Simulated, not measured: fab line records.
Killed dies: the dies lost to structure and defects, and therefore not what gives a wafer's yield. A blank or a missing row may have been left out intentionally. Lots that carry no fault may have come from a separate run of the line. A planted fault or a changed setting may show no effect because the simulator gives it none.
A struck lot beside a sound one | flow nand-harc | 14 out of 1159 route steps
Sound: these wafers, L258.1, L258.3, L258.5. Wafers L270.1, L270.3, L270.5 were the ones struck. The cause is named last.
For every step that has rows: the tool of each side, followed by ch and its chambers, followed by its first start. Under that, the readings that differ: sound wafers | struck wafers | difference of the means | sigmas: that difference in standard deviations of wafers without a fault.
alike: words and numbers the same on both sides, and readings whose means are apart by under 2 such deviations; not compared: readings that were withheld, readings missing a value for some wafer, numbers with overlapping values and no deviation given by the record, and bounds like >300 which may hide the same value.
Wherever a step has rows on one side only, a row that says differs or no value, or a row with sigmas, the two part there. Numbers that don't overlap but have no deviation are shown without sigmas and don't part them. A reading that every wafer of one side lacks parts them only if that side has two wafers or more.

NHARC_P_ZERO_WELL_DESCUM_13: chemistry O2, time 3 s.
  sound on rie-diel-05 ch 0,1, day 2 19:18; struck on rie-diel-13 ch 0,1,3, day 5 19:43
  alike: drypump-motor-current-A, oes-product-au, rf-vpp-V, showerhead-plenum-p-Torr, throttle-valve-pct
  not compared: rf-hours-counter-h
NHARC_P_ZERO_WELL_ETCH_65: etches the open film in N2/H2, target depth 80 nm, overetch 24 nm, time 87.88 s.
  sound on rie-diel-05 ch 1,2,3, day 2 19:23; struck on rie-diel-13 ch 1,3, day 5 19:48
  reading               | sound             | struck            | difference | sigmas
  oes-product-au (a.u.) | 0.996 0.995 0.987 | 1.028 1.021 1.027 | +0.033     | +3
  alike: drypump-motor-current-A, rf-vpp-V, showerhead-plenum-p-Torr, throttle-valve-pct
  not compared: rf-hours-counter-h
NHARC_P_ZERO_WELL_ETCH_62: etches the open film in CHF3/Ar, target depth 13 nm, time 6.5 s.
  sound on rie-diel-05 ch 0,1; struck on rie-diel-13 ch 0,3
  alike: drypump-motor-current-A, oes-product-au, rf-vpp-V, showerhead-plenum-p-Torr, throttle-valve-pct
  not compared: rf-hours-counter-h
NHARC_P_ZERO_WELL_ETCH_63: etches the open film in HBr/Cl2, target depth 120 nm, time 40.1 s.
  sound on rie-si-02 ch 0,2,3, day 2 19:33; struck on rie-si-04 ch 0,3, day 5 19:58
  alike: drypump-motor-current-A, oes-product-au, throttle-valve-pct
  not compared: rf-hours-counter-h
then, 8 steps without rows for these wafers: NHARC_P_ZERO_WELL_STRIP_15 (strips in SPM, time 900 s); NHARC_P_ZERO_WELL_DEHYDRATE_16 (time 120 s); NHARC_P_ZERO_WELL_HMDS_17 (time 30 s); NHARC_P_ZERO_WELL_COAT_18; NHARC_P_ZERO_WELL_SOFTBAKE_19 (time 95 s); NHARC_P_ZERO_WELL_EBR_20; NHARC_P_ZERO_WELL_EXPOSE_21 (exposes mask P NWELL, target cd 720 nm); NHARC_P_ZERO_WELL_PEB_22 (peb time 85 s).
NHARC_P_ZERO_WELL_DEVELOP_23: time 70 s.
  struck on litho-track-02, day 5 20:00; sound on litho-track-07 ch 0, day 2 20:00
  no value came back on the struck wafers for chill-plate-temp-C (C), exhaust-pa (Pa); on the sound wafers chill-plate-temp-C (C) reads 22.87 23.03 22.97
NHARC_P_ZERO_WELL_CD_MEAS_24: target cd 720 nm.
  sound on cd-sem-02 ch 0, day 2 20:22; struck on cd-sem-02 ch 0, day 5 20:53
  alike: cd-nm

WHERE THEY PART
Last at NHARC_P_ZERO_WELL_DEVELOP_23 as far as this record goes, first at NHARC_P_ZERO_WELL_ETCH_65. Later steps at which nothing parts them and some readings are alike: NHARC_P_ZERO_WELL_CD_MEAS_24.

WHY: whatever the simulator had introduced
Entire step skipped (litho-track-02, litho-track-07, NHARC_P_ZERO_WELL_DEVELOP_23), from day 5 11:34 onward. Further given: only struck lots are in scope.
